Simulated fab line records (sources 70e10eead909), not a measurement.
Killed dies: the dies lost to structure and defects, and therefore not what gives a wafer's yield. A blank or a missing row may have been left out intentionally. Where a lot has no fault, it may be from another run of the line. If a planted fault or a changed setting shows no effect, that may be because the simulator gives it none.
Which tool was responsible? ; flow nand_harc ; 6 lots with 18 wafers sampled at 4 steps, on a route of 1302 steps

## WHAT THE GAUGES SHOWED, per wafer
NHARC_P_GATE_INSPECT_68.
lot;measured;on;raw_defect_count
L803;day 6 05:34;defect_inspect-02;171 164 126
L805;day 7 06:48;defect_inspect-01;96 99 91
L810;day 9 04:30;defect_inspect-01;138 154 194
L814;day 10 17:10;defect_inspect-01;418 263 196
L817;day 12 01:31;defect_inspect-02;587 656 695
L823;day 14 19:50;defect_inspect-01;178 151 158

## EACH LOT AND THE TOOL THAT RAN IT (in order: tool; ch and the chambers of the sampled wafers; start)
lot;NHARC_P_GATE_ETCH_114;NHARC_P_GATE_STRIP_111;NHARC_P_GATE_STRIP_95
L803;rie_diel-13 ch 0,2,3, day 5 11:00;plasma_asher-01 ch 0,1, day 5 23:43;plasma_asher-02 ch 0,1, day 6 03:45
L805;rie_diel-07 ch 0,2,3, day 6 13:00;plasma_asher-01 ch 0,1, day 7 01:00;plasma_asher-01 ch 0, day 7 04:58
L810;rie_diel-13 ch 0,1,3, day 8 10:00;plasma_asher-01 ch 0,1, day 8 22:34;plasma_asher-01 ch 0,1, day 9 02:34
L814;rie_diel-01 ch 2,3, day 9 22:00;plasma_asher-01 ch 0,1, day 10 11:09;plasma_asher-01 ch 0,1, day 10 15:22
L817;rie_diel-01 ch 1,2,3, day 11 07:00;plasma_asher-01 ch 0,1, day 11 19:31;plasma_asher-01 ch 0,1, day 11 23:42
L823;rie_diel-07 ch 1,2, day 14 02:00;plasma_asher-01 ch 0, day 14 13:58;plasma_asher-02 ch 0,1, day 14 18:01
- NHARC_P_GATE_ETCH_114: etches the open film in CF4/O2, target depth 30 nm, overetch 3 nm, time 16.5 s.
- NHARC_P_GATE_STRIP_111: strips in N2/H2, time 250 s.
- NHARC_P_GATE_STRIP_95: strips in O2.

## THE ANSWER, worked out from the rows above alone
Rule: usual is defined by the lots themselves. The widest of any qualifying gaps counts: lots, ordered by their means at a reading, are off when they make up no more than a third of the lots, leave a main group of 4 or more, and stand apart from it by 3 or more times the standard deviation of that group's means. A main group whose means are all the same, to the digits that the tables above print for the reading, isn't used. A lot without any number at a reading at which 4 lots or more have one is off too. The other lots that the step has rows for count as sound.
Off: L817 (NHARC_P_GATE_INSPECT_68, raw_defect_count). Main group: mean 173, sd 65.
If a tool, at a process step before that reading, ran all the lots that are off and no sound lot after the first of them, it fits. The gauges at NHARC_P_GATE_INSPECT_68 are tried like those tools. Can't be told from this: 3 tools fit, rie_diel-01 at NHARC_P_GATE_ETCH_114, plasma_asher-01 at NHARC_P_GATE_STRIP_95, defect_inspect-02 at NHARC_P_GATE_INSPECT_68.

## WHAT HAD BEEN PUT IN BY THE SIMULATOR
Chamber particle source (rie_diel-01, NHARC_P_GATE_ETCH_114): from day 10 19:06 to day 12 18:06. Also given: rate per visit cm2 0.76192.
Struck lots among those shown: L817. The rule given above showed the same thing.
